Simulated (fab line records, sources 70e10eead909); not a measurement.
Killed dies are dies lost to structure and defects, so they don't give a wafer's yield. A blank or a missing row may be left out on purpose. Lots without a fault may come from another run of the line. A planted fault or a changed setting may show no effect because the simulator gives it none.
Which tool did it? | flow nand_harc | 12 lots, 36 wafers sampled, at 5 steps of a route of 1302

WHAT THE GAUGES READ, wafer by wafer
NHARC_END_SORT_01. Usual: killed_at_array 53, standard deviation 21; killed_at_other 1.0, standard deviation 1.3; killed_at_periphery 3.8, standard deviation 2.4; killed_dies 58, standard deviation 21; killed_open 3.4, standard deviation 1.9; killed_short 2.4, standard deviation 1.5.
lot  | measured     | on        | killed_at_array | killed_at_other | killed_at_periphery | killed_dies | killed_open | killed_short | flag
L154 | day 25 08:26 | prober-02 | 70 77 58        | 2 4 2           | 3 3 0               | 75 84 60    | 7 4 5       | 1 2 2        |
L157 | day 25 14:38 | prober-01 | 79 81 78        | 1 0 0           | 4 5 5               | 84 86 83    | 1 4 3       | 2 3 4        |
L158 | day 26 03:16 | prober-02 | 70 70 72        | 1 1 1           | 1 4 4               | 72 75 77    | 4 9 10      | 5 1 2        |
L160 | day 27 04:20 | prober-02 | 54 76 57        | 0 0 0           | 4 2 3               | 58 78 60    | 3 6 6       | 0 3 2        |
L163 | day 28 23:31 | prober-01 | 51 49 51        | 4 1 2           | 3 5 3               | 58 55 56    | 4 5 5       | 1 2 7        |
L166 | day 29 20:18 | prober-02 | 56 65 51        | 0 0 2           | 9 5 5               | 65 70 58    | 1 1 4       | 2 4 0        |
L169 | day 31 00:04 | prober-01 | 665 24 25       | 0 0 1           | 3 4 3               | 668 28 29   | 1 3 4       | 2 3 3        | OFF
L173 | day 33 15:43 | prober-02 | 42 44 42        | 0 2 4           | 1 1 3               | 43 47 49    | 3 6 3       | 0 2 3        |
L174 | day 33 15:41 | prober-01 | 52 73 62        | 1 2 3           | 16 11 6             | 69 86 71    | 4 3 3       | 2 5 2        |
L175 | day 33 23:29 | prober-01 | 11 23 13        | 3 2 0           | 3 6 2               | 17 31 15    | 3 3 5       | 2 1 3        |
L176 | day 34 13:46 | prober-02 | 29 33 28        | 0 1 2           | 2 3 4               | 31 37 34    | 2 4 3       | 1 3 2        |
L177 | day 34 13:02 | prober-01 | 54 64 59        | 0 0 1           | 4 7 2               | 58 71 62    | 6 7 2       | 3 2 2        |

WHICH TOOL RAN EACH LOT (tool, then ch and the chambers of the sampled wafers, then the start)
lot  | NHARC_A_CONTACT_ETCH_111             | NHARC_A_CONTACT_ETCH_120             | NHARC_A_CONTACT_ETCH_122             | NHARC_A_CONTACT_ETCH_96
L154 | har_cap_etch-03 ch 0,1, day 22 00:17 | har_cap_etch-03 ch 0,1, day 22 01:51 | har_cap_etch-03 ch 0,1, day 22 02:11 | rie_diel-07 ch 0,1,2, day 22 03:26
L157 | har_cap_etch-02 ch 1, day 22 15:14   | har_cap_etch-02 ch 1, day 22 16:48   | har_cap_etch-02 ch 1, day 22 17:08   | rie_diel-04 ch 2,3, day 22 18:26
L158 | har_cap_etch-02 ch 0,1, day 23 05:47 | har_cap_etch-02 ch 0,1, day 23 07:20 | har_cap_etch-02 ch 0,1, day 23 07:41 | rie_diel-09 ch 0,2,3, day 23 08:58
L160 | har_cap_etch-02 ch 0,1, day 24 06:32 | har_cap_etch-02 ch 0,1, day 24 08:05 | har_cap_etch-02 ch 0,1, day 24 08:26 | rie_diel-09 ch 1,2, day 24 09:40
L163 | har_cap_etch-01 ch 0,1, day 25 17:41 | har_cap_etch-01 ch 0,1, day 25 19:15 | har_cap_etch-01 ch 0,1, day 25 19:35 | rie_diel-09 ch 1,2,3, day 25 20:52
L166 | har_cap_etch-03 ch 0,1, day 26 16:48 | har_cap_etch-03 ch 0,1, day 26 18:22 | har_cap_etch-03 ch 0,1, day 26 18:43 | rie_diel-07 ch 0,2,3, day 26 20:01
L169 | har_cap_etch-03 ch 0,1, day 27 15:33 | har_cap_etch-03 ch 0,1, day 27 17:17 | har_cap_etch-03 ch 0,1, day 27 17:44 | rie_diel-09 ch 0,1,2, day 27 19:16
L173 | har_cap_etch-02 ch 0,1, day 30 16:58 | har_cap_etch-02 ch 0,1, day 30 18:32 | har_cap_etch-02 ch 0,1, day 30 18:53 | rie_diel-09 ch 0,1,3, day 30 20:08
L174 | har_cap_etch-01 ch 0,1, day 30 17:05 | har_cap_etch-01 ch 0,1, day 30 18:39 | har_cap_etch-01 ch 0,1, day 30 18:59 | rie_diel-09 ch 1,2,3, day 30 20:17
L175 | har_cap_etch-03 ch 1, day 30 18:35   | har_cap_etch-03 ch 1, day 30 20:09   | har_cap_etch-03 ch 1, day 30 20:29   | rie_diel-09 ch 1,3, day 30 21:46
L176 | har_cap_etch-02 ch 0,1, day 31 09:03 | har_cap_etch-02 ch 0,1, day 31 10:37 | har_cap_etch-02 ch 0,1, day 31 10:57 | rie_diel-07 ch 1,2, day 31 12:16
L177 | har_cap_etch-01 ch 0,1, day 31 09:55 | har_cap_etch-01 ch 0,1, day 31 11:29 | har_cap_etch-01 ch 0,1, day 31 11:50 | rie_diel-07 ch 0,2, day 31 13:05
- NHARC_A_CONTACT_ETCH_111: etches the open film in C4F8/O2/Ar, time 140 s, target depth 700 nm.
- NHARC_A_CONTACT_ETCH_120: etches the open film in C4F8/O2/Ar, time 190 s, target depth 1850 nm.
- NHARC_A_CONTACT_ETCH_122: etches the open film in C4F8/O2/Ar, time 190 s, target depth 1850 nm.
- NHARC_A_CONTACT_ETCH_96: etches the open film in C4F6/O2, target depth 20 nm, time 10 s.

WHAT THE TOOLS THEMSELVES READ (means of the sampled wafers that have a number; where no wafer has one, the mark that the record gives instead)
NHARC_A_CONTACT_ETCH_111. Usual: oes_air_line_au 1.002 a.u., standard deviation 0.02.
lot  | tool            | oes_air_line_au (a.u.) | flag
L154 | har_cap_etch-03 | 0.984                  |
L157 | har_cap_etch-02 | 1.009                  |
L158 | har_cap_etch-02 | 1.000                  |
L160 | har_cap_etch-02 | 0.997                  |
L163 | har_cap_etch-01 | 0.987                  |
L166 | har_cap_etch-03 | 0.994                  |
L169 | har_cap_etch-03 | 1.009                  |
L173 | har_cap_etch-02 | 1.014                  |
L174 | har_cap_etch-01 | 0.997                  |
L175 | har_cap_etch-03 | 1.025                  |
L176 | har_cap_etch-02 | 0.989                  |
L177 | har_cap_etch-01 | 0.967                  |

NHARC_A_CONTACT_ETCH_120. Usual: oes_air_line_au 1.000 a.u., standard deviation 0.02.
lot  | tool            | oes_air_line_au (a.u.) | flag
L154 | har_cap_etch-03 | 0.991                  |
L157 | har_cap_etch-02 | 1.016                  |
L158 | har_cap_etch-02 | 1.012                  |
L160 | har_cap_etch-02 | 0.989                  |
L163 | har_cap_etch-01 | 0.978                  |
L166 | har_cap_etch-03 | 1.004                  |
L169 | har_cap_etch-03 | 1.007                  |
L173 | har_cap_etch-02 | 1.008                  |
L174 | har_cap_etch-01 | 0.999                  |
L175 | har_cap_etch-03 | 0.996                  |
L176 | har_cap_etch-02 | 0.983                  |
L177 | har_cap_etch-01 | 0.993                  |

NHARC_A_CONTACT_ETCH_122. Usual: oes_air_line_au 1.001 a.u., standard deviation 0.02.
lot  | tool            | oes_air_line_au (a.u.) | flag
L154 | har_cap_etch-03 | 1.022                  |
L157 | har_cap_etch-02 | 1.030                  |
L158 | har_cap_etch-02 | 1.003                  |
L160 | har_cap_etch-02 | 0.988                  |
L163 | har_cap_etch-01 | 1.026                  |
L166 | har_cap_etch-03 | 1.000                  |
L169 | har_cap_etch-03 | 1.005                  |
L173 | har_cap_etch-02 | 0.991                  |
L174 | har_cap_etch-01 | 0.982                  |
L175 | har_cap_etch-03 | 1.003                  |
L176 | har_cap_etch-02 | 0.994                  |
L177 | har_cap_etch-01 | 1.003                  |

NHARC_A_CONTACT_ETCH_96. Usual: drypump_motor_current_A 6.0 A, standard deviation 0.39; oes_product_au 0.972 a.u., standard deviation 0.026; rf_vpp_V 546 V, standard deviation 3.5; showerhead_plenum_p_Torr 3.90 Torr, standard deviation 0.16; throttle_valve_pct 26.903 %, standard deviation 0.0092.
lot  | tool        | drypump_motor_current_A (A) | oes_product_au (a.u.) | rf_vpp_V (V) | showerhead_plenum_p_Torr (Torr) | throttle_valve_pct (%) | flag
L154 | rie_diel-07 | 6.2                         | 0.961                 | 549          | 4.02                            | 26.901                 |
L157 | rie_diel-04 | 6.1                         | 0.962                 | 544          | 3.80                            | 26.894                 |
L158 | rie_diel-09 | 5.8                         | 0.942                 | 545          | 3.86                            | 26.902                 |
L160 | rie_diel-09 | 6.1                         | 0.939                 | 542          | 3.75                            | 26.903                 |
L163 | rie_diel-09 | 6.1                         | 0.947                 | 546          | 3.88                            | 26.904                 |
L166 | rie_diel-07 | 5.9                         | 0.941                 | 545          | 3.88                            | 26.915                 |
L169 | rie_diel-09 | 5.9                         | 0.921                 | 543          | 3.76                            | 26.905                 |
L173 | rie_diel-09 | 6.0                         | 1.002                 | 546          | 3.89                            | 26.912                 |
L174 | rie_diel-09 | 6.0                         | 0.944                 | 547          | 3.87                            | 26.896                 |
L175 | rie_diel-09 | 6.1                         | 1.000                 | 548          | 4.01                            | 26.906                 |
L176 | rie_diel-07 | 6.2                         | 0.957                 | 549          | 4.03                            | 26.900                 |
L177 | rie_diel-07 | 6.2                         | 1.001                 | 547          | 3.92                            | 26.897                 |

THE ANSWER, worked out from the rows above alone
Rule: a lot is off if the mean of its wafers that have a number lies more than 3 standard deviations from the usual mean. A lot without any number at a reading at which 4 lots or more have one is off too. The other lots that the step has rows for count as sound. The gauges are gone through in route order, then the tools' own readings, and for those a lot's mean is taken as printed above. The first step at which some lot is off is used, and at that step the reading that is off furthest; a lot without a number counts as furthest.
Off: L169, at NHARC_END_SORT_01 (killed_at_array).
A tool fits if, at a process step before that reading, it ran every lot that is off, and no sound lot after the first of them. The gauges at NHARC_END_SORT_01 are tried like those tools. None of those tried fits.

WHAT THE SIMULATOR HAD PUT IN
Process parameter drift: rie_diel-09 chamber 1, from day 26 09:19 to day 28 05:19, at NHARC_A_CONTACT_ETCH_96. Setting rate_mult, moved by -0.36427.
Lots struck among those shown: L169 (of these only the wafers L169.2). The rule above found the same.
